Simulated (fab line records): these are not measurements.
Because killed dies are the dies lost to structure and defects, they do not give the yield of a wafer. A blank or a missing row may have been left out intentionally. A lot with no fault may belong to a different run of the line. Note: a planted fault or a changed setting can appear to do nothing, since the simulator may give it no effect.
Matching of chambers -- flow n5 finfet -- 4 sister chambers for N5_MOL_CONTACT_COAG_CMP_52 on cmp-02
The step polishes, stops on SiO2, t overpolish 1.5 s, target thk 66.5 nm. 22 wafers are shown with their chamber, then 11 later ones without.

## WAFERS PAIRED WITH THEIR CHAMBERS
wafer,chamber,motor current A (A),time to endpoint s (s),overpolish run s (s)
L076.1,1,11.6,12.7,1.488
L076.3,2,14.5,12.2,1.495
L076.6,2,14.5,14.0,1.493
L078.2,0,12.9,7.7,1.510
L078.4,3,11.9,14.4,1.499
L078.5,1,11.3,12.9,1.496
L078.1,2,15.8,11.5,1.490
L078.3,1,12.1,11.0,1.489
L078.6,0,12.3,10.5,1.519
L080.2,3,12.1,16.6,1.499
L080.4,2,14.8,14.1,1.494
L080.5,3,11.3,16.5,1.501
L081.1,2,15.3,11.6,1.513
L081.4,0,12.9,8.0,1.486
L081.5,1,11.4,10.4,1.503
L083.1,1,12.0,13.2,1.502
L083.5,1,11.3,13.2,1.507
L083.6,0,12.7,7.3,1.503
L084.2,0,12.4,10.8,1.500
L084.3,1,11.0,12.9,1.498
L084.5,1,11.7,15.5,1.494
L085.3,1,11.8,12.8,1.504

SIGNATURES, as means of the wafers listed above
reading,chamber 0,chamber 1,chamber 2,chamber 3,scatter within a chamber
motor current A,12.640,11.578,14.980,11.767,0.406
time to endpoint s,8.860,12.733,12.680,15.833,1.44
overpolish run s,1.50360,1.49789,1.49700,1.49967,0.00849
Rule: distance of a wafer from a chamber = root of the sum over the readings of ((wafer's reading minus chamber's mean) / reading's scatter) squared. The wafer belongs to the nearest chamber; if the next one is less than 2 further off, it can't be placed. The scatter is the square root of a quotient: the sum, over the shown wafers, of each reading's squared deviation from its chamber's mean, divided by wafers minus chambers.

## WAFERS WHOSE CHAMBER IS MISSING
wafer,motor current A (A),time to endpoint s (s),overpolish run s (s)
L085.5,12.7,10.4,1.498
L085.6,11.7,14.4,1.511
L087.2,15.8,13.1,1.499
L087.3,11.8,14.7,1.504
L087.5,15.1,13.0,1.502
L088.1,15.1,11.9,1.496
L088.4,12.8,12.6,1.524
L088.5,15.6,17.7,1.510
L090.1,11.9,18.8,1.497
L090.3,10.7,15.7,1.503
L090.5,12.8,12.7,1.503

## THE CHAMBER EACH PASSED THROUGH
wafer,from the rows above,in truth
L085.5,can't be placed: 0 or 1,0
L085.6,can't be placed: 3 or 1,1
L087.2,2,2
L087.3,can't be placed: 3 or 1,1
L087.5,2,2
L088.1,2,2
L088.4,can't be placed: 0 or 1 or 3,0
L088.5,2,2
L090.1,3,3
L090.3,can't be placed: 3 or 1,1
L090.5,can't be placed: 0 or 1 or 3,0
Correct placement for 5 of the 11. From these rows, 6 cannot be placed; in 6 the true chamber is one of the candidates. Wrongly placed: 0.
